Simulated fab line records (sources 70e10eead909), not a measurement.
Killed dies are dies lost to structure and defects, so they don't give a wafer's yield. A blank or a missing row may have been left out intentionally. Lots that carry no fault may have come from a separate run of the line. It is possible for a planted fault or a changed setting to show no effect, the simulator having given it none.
2 desks looking at one fault / flow nandHarc / each desk holds nothing but its own numbers, with what lay behind them at the end

AT THE METROLOGY DESK
What the gauges read, lot by lot, whatever tool the lot ran on: means of the sampled wafers that have a number. The brackets show how far a lot's mean lies from the usual mean; more than 4 standard deviations puts the lot out of limits, marked OUT.
Columns: A = thkNm at NHARC_A_ONON_D2_THK_MEAS_02, usual 1000 nm; B = thkNm at NHARC_A_ONON_D2_THK_MEAS_30, usual 998 nm
lot=L643; first seen here=day 12 08:55; A=995; B=1011
lot=L645; first seen here=day 13 01:46; A=1003; B=1016
lot=L646; first seen here=day 13 14:08; A=1007; B=1011
lot=L647; first seen here=day 13 21:13; A=1016; B=981
lot=L648; first seen here=day 13 21:13; A=988; B=1011
lot=L649; first seen here=day 14 13:28; A=983; B=1004
lot=L650; first seen here=day 15 09:26; A=991; B=973
lot=L651; first seen here=day 15 22:46; A=998; B=1016
lot=L654; first seen here=day 17 02:17; A=1016; B=1007
lot=L655; first seen here=day 17 08:53; A=992; B=993
lot=L660; first seen here=day 19 09:31; A=1010; B=372 (-48) OUT
lot=L663; first seen here=day 20 21:34; A=996; B=407 (-45) OUT
lot=L665; first seen here=day 21 10:03; A=991; B=1012
This desk's finding: out of limits on L660, L663; first on L660, day 19 22:26 (thkNm at NHARC_A_ONON_D2_THK_MEAS_30). L643, L645, L646, L647, L648, L649, L650, L651, L654, L655, L665: within limits.

FOR THE TOOL OWNER'S DESK: pecvdOnon-04
The tool's own readings at NHARC_A_ONON_D2_DEP_28 (target thk 1000 nm): means of the sampled wafers that have a number, for each lot that ran on this tool. The brackets show how far a lot's mean lies from the usual mean; more than 4 standard deviations puts the lot out of limits, marked OUT.
Columns: A = susceptorTempC at NHARC_A_ONON_D2_DEP_28, usual 400.01 C
lot=L643; first seen here=day 12 22:42; A=399.92
lot=L649; first seen here=day 15 01:30; A=400.08
lot=L650; first seen here=day 15 20:57; A=400.28
lot=L660; first seen here=day 19 21:59; A=400.07
lot=L663; first seen here=day 21 08:59; A=400.60
This desk's verdict: no lot among the 5 shows anything out of limits.

BROUGHT TOGETHER
Metrology desk: alarm possible at day 19 22:26 on L660, L663.
Nothing out of limits was seen by the tool owner's desk.
Tool owner's desk: L660, L663 on record, inside its limits.
On pecvdOnon-04, each named lot ran NHARC_A_ONON_D2_DEP_28.

WHAT THE SIMULATOR HAD INSERTED
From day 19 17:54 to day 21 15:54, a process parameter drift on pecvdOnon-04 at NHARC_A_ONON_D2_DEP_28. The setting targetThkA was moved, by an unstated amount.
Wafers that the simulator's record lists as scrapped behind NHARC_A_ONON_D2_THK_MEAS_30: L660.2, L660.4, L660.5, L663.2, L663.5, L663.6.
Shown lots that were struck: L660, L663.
Per desk, hours elapsed from the start of the fault to the first reading out of limits: for the metrology desk, 5.
